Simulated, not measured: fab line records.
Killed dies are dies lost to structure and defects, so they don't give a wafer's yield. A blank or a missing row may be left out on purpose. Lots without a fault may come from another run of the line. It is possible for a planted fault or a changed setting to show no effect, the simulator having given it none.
Code-filled problem report in 8D (eight disciplines) form :: flow n5_finfet :: the parts of the form that need people (team, actions taken, sign-off) are left out

== 1. THE PROBLEM ==
Mean of run_length_s at N5_BEOL_M1_CO_CAP_55: 93.9 s across 4 wafers in 3 lots; on wafers with no fault it is 125.0 s (standard deviation 0.5). That puts it -62 standard deviations away from the usual mean.
The step: material Co, precursor CCTBA/H2, target thk 2 nm, time 102.1 s.
Earliest sighting: wafer L255.3 on cvd_co-01 at day 9 21:58. The record holds 30 wafers of 11 lots with a number at this step. Rule for "out" (also "out of limits"): further than 4 standard deviations from the usual mean. Any other wafer with a number is counted as sound.

== 2. WHAT IT IS, AND WHAT IT ISN'T ==
question: which readings at this step
is: run_length_s
is not: heater_power_w

question: which lots
is: L254, L255, L257
is not: L244, L245, L246, L247, L250, L258, L262, L266

question: which wafers of those lots
is: L254.3, L254.5, L255.3, L257.3
is not: L255.1, L257.2

question: read on which tools
is: cvd_co-01
is not: cvd_co-02

question: when
is: from day 9 21:58
is not: up to then (16 sound wafers); but 10 sound wafers of L257, L258, L262, L266 came after

== 3. THE SUSPECTS, EACH WITH WHAT RULES IT OUT ==
Counting: if a tool at a process step up to the reading ran every lot that is out, it stays a suspect. Sound lots after the first of them don't rule it out here, since some wafers of a struck lot are sound.
- cvd_co-01 at N5_BEOL_M1_CO_CAP_55 (material Co, precursor CCTBA/H2, target thk 2 nm, time 102.1 s): kept. It ran every lot that is out, first L255 (day 9 21:58); its last sound lot up to then is L250 (day 8 07:46). Its own readings are out on those wafers: run_length_s.
After counting, what remains is cvd_co-01 at N5_BEOL_M1_CO_CAP_55.

== 4. THE CAUSE (what the simulator had put in) ==
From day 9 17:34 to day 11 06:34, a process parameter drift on cvd_co-01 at N5_BEOL_M1_CO_CAP_55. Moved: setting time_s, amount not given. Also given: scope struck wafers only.
This tool alone remained once counting was done.

== 5. THE EFFECT CHAIN, in route order ==
Rows list readings where the struck wafers' mean (over those with a number) sits beyond 3 standard deviations from the usual. Readings are gone through only where the record gives a usual standard deviation; hours: the median, over the lots, of the time from a lot's start at the first step in this table giving one to that lot's start at this step; sigmas: the change measured in usual standard deviations.
hours: 0
step: N5_BEOL_M1_CO_CAP_55
reading: run_length_s
usual: 125.0 s
on struck wafers: 93.9
change: -31.1
sigmas: -62
It contains these process steps:
- N5_BEOL_M1_CO_CAP_55: material Co, precursor CCTBA/H2, target thk 2 nm, time 102.1 s.
Later measuring or inspecting steps at which every struck wafer that the step has a row for has a number for every such reading, and none has moved that far: N5_BEOL_M4_RC_MEAS_101.

== 6. HOW IT WOULD HAVE BEEN CAUGHT EARLIER ==
In this record no reading fell out of limits until day 9 21:58, 4 hours after the fault had begun at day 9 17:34.
